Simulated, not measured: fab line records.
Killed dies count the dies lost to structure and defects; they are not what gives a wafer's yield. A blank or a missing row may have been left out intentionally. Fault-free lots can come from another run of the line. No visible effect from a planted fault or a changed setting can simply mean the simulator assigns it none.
fab line records -- flow n5-finfet
[record] lots = 7, wafers = 21, last-day = 17
route steps=1938 shown BEOL_M6@1242 PASSIVATION@1936
lots untouched by any fault: they come from a run of this same line in which no faults occurred
start-h: the number of hours between the record's first day and the start of the first shown wafer of the lot -- wait-h: hours from the lot's prior step to this one -- " identical to the entry in the row above -- L1.1+2: several wafers, shown together as one row -- - either no value or no given start -- * or withheld: withheld -- < > ~ a bound
route shown NAME@n: NAME is a module with steps in the file, n the number in the route of the first one -- usual: mean/standard deviation of fault-free wafers -- same: alike in all rows -- chamber/n: place in a boat -- sites: each site's reading -- _std_site: the values' standard deviation -- _edge_site: outer sites' mean less inner sites' -- radius-mm: for every site, how far away it sits from the centre of the wafer -- mask NAME#n: copy n -- behind: tool/chamber where the wafer was last shaped -- hold: what put the lot on hold/how long, in hours/how the hold closed -- device: which transistor (n, p or np) failed to switch -- end of line: tests of these same wafers at the route's end -- a step without rows: its recipe alone -- killed: dies that structure and defects cost at the first sort, which is not the same as the wafer's yield -- map: dies across one wafer; x = killed, . = not, _ = none there
set.NAME: the setting as run; set.NAME@STEP: as run at that earlier step -- model.NAME: the simulator's own value behind a step, which no gauge read
lots at some steps of the route; a table a step, a row a wafer
services: when a tool's chamber went out of use (start-h, in hours from the record's first day, below 0 if earlier), for how many hours, and the reason
[[steps]]
[step N5_BEOL_M6_OCD_MEAS_38]
[usual] trench-depth-nm = 93.6/1.5
lot.wafer,tool,chamber,start-h,wait-h,trench-depth-nm
L369.2,ocd-01,-,232.30,-,94.5
L369.5,ocd-01,-,232.30,-,95.0
L369.6,ocd-01,-,232.30,-,93.4
L372.2,ocd-01,-,253.68,-,93.0
L372.3,ocd-01,-,253.68,-,94.2
L372.4,ocd-01,-,253.68,-,93.2
L376.3,ocd-01,-,274.68,-,92.5
L376.4,ocd-01,-,274.68,-,94.3
L376.6,ocd-01,-,274.68,-,93.2
L377.2,ocd-01,-,276.30,-,95.0
L377.3,ocd-01,-,276.30,-,96.0
L377.6,ocd-01,-,276.30,-,95.9
L378.1,ocd-01,-,295.16,-,94.8
L378.4,ocd-01,-,295.16,-,94.5
L378.6,ocd-01,-,295.16,-,92.5
L382.1,ocd-02,-,313.36,-,90.7
L382.4,ocd-02,-,313.36,-,91.3
L382.6,ocd-02,-,313.36,-,97.6
L385.1,ocd-01,-,328.74,-,92.6
L385.2,ocd-01,-,328.74,-,95.7
L385.4,ocd-01,-,328.74,-,96.1
[step N5_BEOL_M6_HM_STRIP_39]
[recipe] chemistry = peroxide-tin-strip, material = TiN, target-depth-a = 250, temp-c = 50, time-s = 158
[step N5_BEOL_M6_SRD_40]
[recipe] time-s = 30, temp-c = 23, rinse-liquid = diw, dry = ipa-marangoni
[step N5_BEOL_M6_PRECLEAN_42]
[recipe] chemistry = residue-remover, time-s = 60, temp-c = 40
[step N5_BEOL_M6_SRD_43]
[recipe] time-s = 30, temp-c = 23, rinse-liquid = diw, dry = ipa-marangoni
[step N5_BEOL_M6_CD_MEAS_35]
[recipe] target-cd-nm = 40, target-cd-y-nm = 28, polarity = opening
[usual] cd-nm = 40.0/0.57
lot.wafer,tool,chamber,start-h,wait-h,cd-nm
L369.2,cd-sem-02,-,232.46,0.0,39.4
L369.5,cd-sem-02,-,232.46,0.0,39.6
L369.6,cd-sem-02,-,232.46,0.0,40.6
L372.2,cd-sem-01,-,253.84,0.0,39.6
L372.3,cd-sem-01,-,253.84,0.0,39.9
L372.4,cd-sem-01,-,253.84,0.0,38.9
L376.3,cd-sem-01,-,274.95,0.0,39.2
L376.4,cd-sem-01,-,274.95,0.0,39.6
L376.6,cd-sem-01,-,274.95,0.0,39.4
L377.2,cd-sem-03,-,276.55,0.0,39.3
L377.3,cd-sem-03,-,276.55,0.0,39.9
L377.6,cd-sem-03,-,276.55,0.0,40.2
L378.1,cd-sem-03,-,295.31,0.0,40.0
L378.4,cd-sem-03,-,295.31,0.0,40.0
L378.6,cd-sem-03,-,295.31,0.0,40.4
L382.1,cd-sem-03,-,313.51,0.0,40.6
L382.4,cd-sem-03,-,313.51,0.0,40.4
L382.6,cd-sem-03,-,313.51,0.0,40.3
L385.1,cd-sem-03,-,328.89,0.0,39.8
L385.2,cd-sem-03,-,328.89,0.0,39.3
L385.4,cd-sem-03,-,328.89,0.0,39.8
[step N5_BEOL_M6_CURE_75]
[recipe] temp-c = 370, time-s = 120, ambient = DMADMS/He, material = SiCOH_lowk
[usual] lamp-power-pct = 52.31/0.055, wafer_temp_C_max = 371.5/0.45
lot.wafer,tool,chamber,start-h,wait-h,lamp-power-pct,wafer_temp_C_max
L369.2,uv-cure-02,1,232.55,0.1,52.32,371.3
L369.5,uv-cure-02,1,232.55,0.1,52.25,370.7
L369.6,uv-cure-02,1,232.55,0.1,52.27,370.7
L372.2,uv-cure-03,0,253.93,0.1,52.24,371.5
L372.3,uv-cure-03,0,253.93,0.1,52.28,371.1
L372.4,uv-cure-03,0,253.93,0.1,52.32,371.1
L376.3,uv-cure-03,2,275.09,0.1,52.20,371.4
L376.4,uv-cure-03,2,275.09,0.1,52.31,371.6
L376.6,uv-cure-03,2,275.09,0.1,52.38,371.2
L377.2,uv-cure-02,2,276.64,0.1,52.29,371.6
L377.3,uv-cure-02,2,276.64,0.1,52.32,371.4
L377.6,uv-cure-02,2,276.64,0.1,52.39,371.6
L378.1,uv-cure-01,1,295.35,0.0,52.27,371.1
L378.4,uv-cure-01,1,295.35,0.0,52.22,372.1
L378.6,uv-cure-01,1,295.35,0.0,52.31,371.2
L382.1,uv-cure-01,2,313.56,0.0,52.31,371.8
L382.4,uv-cure-01,2,313.56,0.0,52.37,371.8
L382.6,uv-cure-01,2,313.56,0.0,52.27,371.1
L385.1,uv-cure-02,0,328.93,0.0,52.32,371.4
L385.2,uv-cure-02,0,328.93,0.0,52.42,371.9
L385.4,uv-cure-02,0,328.93,0.0,52.36,371.1
[step N5_BEOL_M6_DEGAS_44]
[recipe] ambient = vacuum, temp-c = 250, time-s = 60
[usual] heater-power-w = 323/36
lot.wafer,tool,chamber,start-h,wait-h,heater-power-w
L369.2,pvd-sputter-02,-,232.93,0.3,297
L369.5,pvd-sputter-02,-,232.93,0.3,417
L369.6,pvd-sputter-02,-,232.93,0.3,301
L372.2,pvd-sputter-03,-,254.47,0.5,313
L372.3,pvd-sputter-03,-,254.47,0.5,326
L372.4,pvd-sputter-03,-,254.47,0.5,335
L376.3,pvd-sputter-02,-,276.14,1.0,413
L376.4,pvd-sputter-02,-,276.14,1.0,301
L376.6,pvd-sputter-02,-,276.14,1.0,304
L377.2,pvd-sputter-01,-,276.99,0.3,300
L377.3,pvd-sputter-01,-,276.99,0.3,310
L377.6,pvd-sputter-01,-,276.99,0.3,305
L378.1,pvd-sputter-02,-,296.49,1.1,310
L378.4,pvd-sputter-02,-,296.49,1.1,315
L378.6,pvd-sputter-02,-,296.49,1.1,415
L382.1,pvd-sputter-01,-,314.32,0.7,309
L382.4,pvd-sputter-01,-,314.32,0.7,373
L382.6,pvd-sputter-01,-,314.32,0.7,307
L385.1,pvd-sputter-03,-,329.46,0.5,338
L385.2,pvd-sputter-03,-,329.46,0.5,273
L385.4,pvd-sputter-03,-,329.46,0.5,333
[step N5_BEOL_M6_PRE_CLEAN_45]
[recipe] gas = H2/He, time-s = 30, temp-c = 250
[usual] heater-power-w = 322/36
lot.wafer,tool,chamber,start-h,wait-h,heater-power-w
L369.2,pvd-sputter-02,-,232.97,0.0,303
L369.5,pvd-sputter-02,-,232.97,0.0,418
L369.6,pvd-sputter-02,-,232.97,0.0,300
L372.2,pvd-sputter-03,-,254.51,0.0,311
L372.3,pvd-sputter-03,-,254.51,0.0,335
L372.4,pvd-sputter-03,-,254.51,0.0,330
L376.3,pvd-sputter-02,-,276.18,0.0,411
L376.4,pvd-sputter-02,-,276.18,0.0,293
L376.6,pvd-sputter-02,-,276.18,0.0,303
L377.2,pvd-sputter-01,-,277.03,0.0,295
L377.3,pvd-sputter-01,-,277.03,0.0,311
L377.6,pvd-sputter-01,-,277.03,0.0,313
L378.1,pvd-sputter-02,-,296.53,0.0,301
L378.4,pvd-sputter-02,-,296.53,0.0,294
L378.6,pvd-sputter-02,-,296.53,0.0,411
L382.1,pvd-sputter-01,-,314.36,0.0,312
L382.4,pvd-sputter-01,-,314.36,0.0,376
L382.6,pvd-sputter-01,-,314.36,0.0,316
L385.1,pvd-sputter-03,-,329.50,0.0,333
L385.2,pvd-sputter-03,-,329.50,0.0,277
L385.4,pvd-sputter-03,-,329.50,0.0,340
[step N5_BEOL_M6_ALD_77]
[recipe] material = TaN, target-thk-a = 20, temp-c = 275, ald-precursor-family = PDMAT, ald-co-reactant = NH3, pressure-torr = 3, carrier-flow-sccm = 1500, pulse-time-s = 2, purge-time-s = 3, co-reactant-purge-time-s = 2, co-reactant-pulse-time-s = 3, ald-cycles = 40, precursor-vessel-temp-c = 75, precursor-vessel-pressure-torr = 26.25, precursor-vessel-carrier-sccm = 1000
[usual] heater-power-w = 448/39
[same] co-reactant-purge-time-s = 2, purge-time-s = 3
lot.wafer,tool,chamber,start-h,wait-h,heater-power-w
L369.2,ald-metal-01,2,233.03,0.0,449
L369.5,ald-metal-01,1,233.03,0.0,469
L369.6,ald-metal-01,0,233.03,0.0,443
L372.2,ald-metal-04,0,254.57,0.0,375
L372.3,ald-metal-04,2,254.57,0.0,423
L372.4,ald-metal-04,1,254.57,0.0,488
L376.3,ald-metal-03,1,276.26,0.1,423
L376.4,ald-metal-03,2,276.26,0.1,503
L376.6,ald-metal-03,3,276.26,0.1,512
L377.2,ald-metal-03,0,277.09,0.0,400
L377.3,ald-metal-03,3,277.09,0.0,502
L377.6,ald-metal-03,0,277.09,0.0,420
L378.1,ald-metal-04,2,296.65,0.1,420
L378.4,ald-metal-04,3,296.65,0.1,466
L378.6,ald-metal-04,2,296.65,0.1,430
L382.1,ald-metal-03,3,314.42,0.0,502
L382.4,ald-metal-03,0,314.42,0.0,407
L382.6,ald-metal-03,1,314.42,0.0,429
L385.1,ald-metal-01,1,329.58,0.1,465
L385.2,ald-metal-01,2,329.58,0.1,434
L385.4,ald-metal-01,3,329.58,0.1,440
[step N5_BEOL_M6_SURFACE_TREAT_79]
[recipe] gas = Ar, time-s = *, ion-energy-ev = *, ion-current-ma-cm2 = 0.5, pressure-mtorr = *, ar-flow-sccm = 30
[usual] pressure-mtorr = *, throttle-valve-pct = *
lot.wafer,tool,chamber,start-h,wait-h,pressure-mtorr,throttle-valve-pct
L369.2,pvd-sputter-02,-,233.45,0.3,*,*
L369.5,pvd-sputter-02,-,233.45,0.3,*,*
L369.6,pvd-sputter-02,-,233.45,0.3,*,*
L372.2,pvd-sputter-01,-,254.87,0.2,*,*
L372.3,pvd-sputter-01,-,254.87,0.2,*,*
L372.4,pvd-sputter-01,-,254.87,0.2,*,*
L376.3,pvd-sputter-01,-,276.79,0.4,*,*
L376.4,pvd-sputter-01,-,276.79,0.4,*,*
L376.6,pvd-sputter-01,-,276.79,0.4,*,*
L377.2,pvd-sputter-01,-,277.39,0.2,*,*
L377.3,pvd-sputter-01,-,277.39,0.2,*,*
L377.6,pvd-sputter-01,-,277.39,0.2,*,*
L378.1,pvd-sputter-03,-,297.03,0.3,*,*
L378.4,pvd-sputter-03,-,297.03,0.3,*,*
L378.6,pvd-sputter-03,-,297.03,0.3,*,*
L382.1,pvd-sputter-01,-,314.86,0.3,*,*
L382.4,pvd-sputter-01,-,314.86,0.3,*,*
L382.6,pvd-sputter-01,-,314.86,0.3,*,*
L385.1,pvd-sputter-03,-,330.00,0.3,*,*
L385.2,pvd-sputter-03,-,330.00,0.3,*,*
L385.4,pvd-sputter-03,-,330.00,0.3,*,*
[step N5_BEOL_M6_CVD_78]
[recipe] material = Co, target-thk-a = 20, temp-c = withheld, precursor = CCTBA/H2, pressure-torr = 30, time-s = 142.3
[step N5_BEOL_M6_SPUTTER_48]
[recipe] material = Cu, target-thk-a = 100, temp-c = -20, bias-v = 60, power-w = 26000, chamber-pressure-pa = 0.13, time-s = 1.667
[usual] cathode-dc-power-W = 26001/4.6, throttle-valve-pct = 29.9/0.94
lot.wafer,tool,chamber,start-h,wait-h,cathode-dc-power-W,throttle-valve-pct
L369.2,pvd-sputter-02,-,233.69,0.1,26001,29.1
L369.5,pvd-sputter-02,-,233.69,0.1,25997,29.0
L369.6,pvd-sputter-02,-,233.69,0.1,26005,29.0
L372.2,pvd-sputter-03,-,255.05,0.1,26001,30.8
L372.3,pvd-sputter-03,-,255.05,0.1,26000,31.2
L372.4,pvd-sputter-03,-,255.05,0.1,26004,29.6
L376.3,pvd-sputter-02,-,277.04,0.1,18032,29.1
L376.4,pvd-sputter-02,-,277.04,0.1,18039,28.8
L376.6,pvd-sputter-02,-,277.04,0.1,18041,29.6
L377.2,pvd-sputter-02,-,277.56,0.1,18034,29.4
L377.3,pvd-sputter-02,-,277.56,0.1,18043,30.4
L377.6,pvd-sputter-02,-,277.56,0.1,18036,29.3
L378.1,pvd-sputter-02,-,297.23,0.1,18036,30.2
L378.4,pvd-sputter-02,-,297.23,0.1,18033,29.1
L378.6,pvd-sputter-02,-,297.23,0.1,18045,29.5
L382.1,pvd-sputter-01,-,315.06,0.1,26003,31.5
L382.4,pvd-sputter-01,-,315.06,0.1,26007,30.4
L382.6,pvd-sputter-01,-,315.06,0.1,26002,31.6
L385.1,pvd-sputter-03,-,330.56,0.4,26006,29.2
L385.2,pvd-sputter-03,-,330.56,0.4,26004,31.1
L385.4,pvd-sputter-03,-,330.56,0.4,26005,28.4
[step N5_BEOL_M6_ECD_50]
[recipe] material = Cu, target-thk-a = 3000
[step N5_PASSIVATION_PROBE_49]
[usual] defect-limited-yield = 91.0/1.5, killed_at_M0_to_M3 = 35/11, killed_at_M4_up = 13/6, killed-at-contacts = 14/6.5, killed-at-front-end = 40/12, killed-at-other = 4/3.4, killed-dies = 106/18, killed-open = 68/14, killed-short = 35/7.7, sort_bin_5_function = 5.2/0.98, sort_bin_6_memory = 3.4/0.72, sort-n-pass = 1074/18, sort-yield-pct = 91.0/1.5
[same] gross-dies = 1180, killed-at-back-side = 0, sort_bin_4_leakage[%] = 0, sort_bin_8_speed[%] = 0
lot.wafer,tool,chamber,start-h,wait-h,defect-limited-yield[%],killed_at_M0_to_M3,killed_at_M4_up,killed-at-contacts,killed-at-front-end,killed-at-other,killed-dies,killed-open,killed-short,sort_bin_5_function[%],sort_bin_6_memory[%],sort-n-pass,sort-yield-pct[%]
L377.2,prober-02,-,363.07,0.1,89.8,26,37,7,42,8,120,63,33,5.4,4.2,1060,89.8
L377.3,prober-02,-,363.12,0.1,89.4,26,51,8,37,3,125,69,26,6.2,3.3,1055,89.4
L377.6,prober-02,-,363.27,0.3,89.7,23,28,8,47,15,121,69,33,6.3,3.6,1059,89.7
L376.3,prober-01,-,366.62,0.1,90.4,42,29,17,23,2,113,67,26,5.8,3.8,1067,90.4
L376.4,prober-01,-,366.67,0.2,91.1,36,25,18,26,0,105,62,29,4.3,4.2,1075,91.1
L376.6,prober-01,-,366.77,0.3,89.9,34,25,22,36,2,119,60,41,5.8,3.3,1061,89.9
L378.1,prober-01,-,379.54,0.0,87.3,48,29,13,58,2,150,84,38,7.0,5.0,1030,87.3
L378.4,prober-01,-,379.69,0.2,91.0,25,30,9,41,1,106,55,29,5.5,3.2,1074,91.0
L378.6,prober-01,-,379.79,0.3,89.5,29,39,17,38,1,124,68,36,6.5,3.8,1056,89.5
// killed by level:class
L377.2 BEOL_M6:interface-void-opened=19 STI_FIN_REVEAL:geometric-particle:open=13 BEOL_M4:geometric-particle:open=12 FIN_SAQP:geometric-particle:short=7 MOL_CONTACT_COAG:geometric-particle:open=6 BEOL_M2:geometric-particle:open=6 DUMMY_GATE:geometric-particle:open=5 BEOL_M0_SAQP:geometric-particle:short=5
L377.3 BEOL_M6:interface-void-opened=21 BEOL_M4:geometric-particle:open=12 STI_FIN_REVEAL:geometric-particle:open=8 HKMG_FIN:area-etch=8 MOL_CONTACT_COAG:geometric-particle:open=7 BEOL_M0_SAQP:geometric-particle:open=7 BEOL_M1:geometric-particle:open=7 BEOL_M5:geometric-particle:open=7
L377.6 BEOL_M6:interface-void-opened=18 FIN_SAQP:geometric-particle:open=13 FIN_SAQP:geometric-particle:short=11 MOL_CONTACT_COAG:geometric-particle:open=8 BEOL_M0_SAQP:geometric-particle:open=8 MIM_TOP:geometric-particle:open=6 STI_FIN_REVEAL:geometric-particle:open=5 DUMMY_GATE:geometric-particle:open=5
L376.3 BEOL_M6:interface-void-opened=20 MOL_CONTACT_COAG:geometric-particle:open=14 BEOL_M0_SAQP:geometric-particle:open=12 BEOL_M1:geometric-particle:open=11 BEOL_M0:geometric-particle:open=8 FIN_SAQP:geometric-particle:short=6 FIN_SAQP:geometric-particle:open=5 BEOL_M0_SAQP:geometric-particle:short=5
L376.4 MOL_CONTACT_COAG:geometric-particle:open=13 BEOL_M6:interface-void-opened=11 BEOL_M0_SAQP:geometric-particle:short=9 BEOL_M3:geometric-particle:open=8 BEOL_M0_SAQP:geometric-particle:open=7 STI_FIN_REVEAL:geometric-particle:open=5 MOL_CONTACT_COAG:geometric-particle:short=5 FIN_SAQP:geometric-particle:short=4
L376.6 BEOL_M6:interface-void-opened=17 MOL_CONTACT_COAG:geometric-particle:open=15 BEOL_M0_SAQP:geometric-particle:short=14 MOL_CONTACT_COAG:geometric-particle:short=7 BEOL_M0_SAQP:geometric-particle:open=7 BEOL_M2:geometric-particle:open=6 FIN_SAQP:geometric-particle:short=5 FIN_SAQP:geometric-particle:open=5
L378.1 BEOL_M6:interface-void-opened=20 STI_FIN_REVEAL:geometric-particle:open=12 BEOL_M1:geometric-particle:open=11 FIN_SAQP:geometric-particle:open=10 BEOL_M0_SAQP:geometric-particle:short=10 MOL_CONTACT_COAG:geometric-particle:open=9 FIN_SAQP:geometric-particle:short=8 BEOL_M0_SAQP:geometric-particle:open=8
L378.4 BEOL_M6:interface-void-opened=17 FIN_SAQP:geometric-particle:short=10 STI_FIN_REVEAL:geometric-particle:open=9 MOL_CONTACT_COAG:geometric-particle:open=8 BEOL_M2:geometric-particle:open=6 STARTING-WAFER:geometric-particle:open=5 BEOL_M1:geometric-particle:open=5 BEOL_M5:geometric-particle:open=4
L378.6 BEOL_M6:interface-void-opened=18 MOL_CONTACT_COAG:geometric-particle:open=11 BEOL_M4:geometric-particle:open=11 FIN_SAQP:geometric-particle:open=9 BEOL_M0_SAQP:geometric-particle:short=9 STARTING-WAFER:geometric-particle:short=6 FIN_SAQP:geometric-particle:short=5 MOL_CONTACT_COAG:geometric-particle:short=5
// map L376.6 (x killed, . not)
_________________.......x....________________
______________.........xx......._____________
___________.......x..xx............__________
__________.........................._________
________...x..............xx.........x_______
_______..x.......................x..x..______
______.........................x.......x_____
_____.......x...x......x.......x....x....____
____......x..........x................x.x.___
___.x............x.........x...............__
___....x........x........x...............x.__
__.x....x..................x............x..._
__......x.........x...............x..xx....._
_..x...........................x.........x...
_...x........................x.........xx....
_..x......x..............x...................
_.......x............................x......x
_.........x................x.................
_..............xx.......................x.x..
_x.....................x.......x....x......x.
_....x......................xx.........x..x..
__......x........x....x...............xxx..._
__.x.x.................xx..........x........_
___......x..................x.....x.x...x..__
___...x.................x..................__
____..............x.x..x....x............x___
_____.....xx.x...............x.xx........____
______x..............x...............x.._____
_______............x.....x.x.........xx______
________.....xx..x....x............x.._______
__________.......................x.._________
___________.............x..........__________
______________..xx.....x........_____________
_________________.xx.......x.________________
// map L377.3 (x killed, . not)
_________________............________________
______________.................._____________
___________.......x................__________
__________...xx....x...x.x.........._________
________...xx..x........x....x........_______
_______...x.....xx....x.............x..______
______.....................x..x..xx....._____
_____......x..x....xx...........x........____
____........................x.............___
___.......x..................x........xxx.x__
___.x...............................x......__
__....xx.................xxx......x...x....._
__..x....x.x..........x................x...._
_x..............................x............
_.........x...............x.......x..........
_..x.....x.............x.....................
_x............x....x....x..x..x..x......x....
_.................x.x..x..x.....x............
_........x..........................x........
_.x..x...........x...x.......................
_.xx....................x................x...
__...................x..xx.....x............_
__..............x..x......x................._
___...............x........x....x......x...__
___...x.x.x.........x......................__
____.............x.......x................___
_____.x......x...........................____
______....................x............._____
_______xx.x...........xx.x...x...x.x...______
________....x.........x....x...x.x...x_______
__________.x.x.................x...x_________
___________....x.....x........x.x..__________
______________.................._____________
_________________.x..xx.x.x..________________
[[services]]
tool,chamber,start-h,hours,kind
uv-cure-02,-,210.46,2.8,pm
uv-cure-01,-,220.47,1.0,pm
ald-metal-01,-,245.91,2.8,pm
pvd-sputter-01,-,246.25,3.0,repair
uv-cure-02,-,252.87,0.4,repair
uv-cure-02,-,293.88,0.3,repair
ald-metal-01,1,296.00,6.9,repair
ald-metal-01,-,307.34,1.3,repair
uv-cure-01,-,328.61,6.0,pm
[[key]]
[first-sign] step = N5_BEOL_M6_SPUTTER_48, reading = cathode-dc-power-W, direction = down, sigmas = 99+, usual = *, struck = *
[effect] step = N5_PASSIVATION_PROBE_49, reading = killed_at_M4_up, direction = up, sigmas = 3.2, usual = 13, struck = 33, wafers-moved = 8
met-at N5_BEOL_M6_SPUTTER_48
struck-wafers L376.3,L376.4,L376.6,L377.2,L377.3,L377.6,L378.1,L378.4,L378.6
onset-between 233.69 277.04
[fault] kind = process-parameter-drift, tool = pvd-sputter-02, chamber = -, onset-h = 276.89, steps = N5_BEOL_M6_SPUTTER_48, channel = power-w, offset = *, shape = step, end-h = 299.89, acts-in = *, stated = *
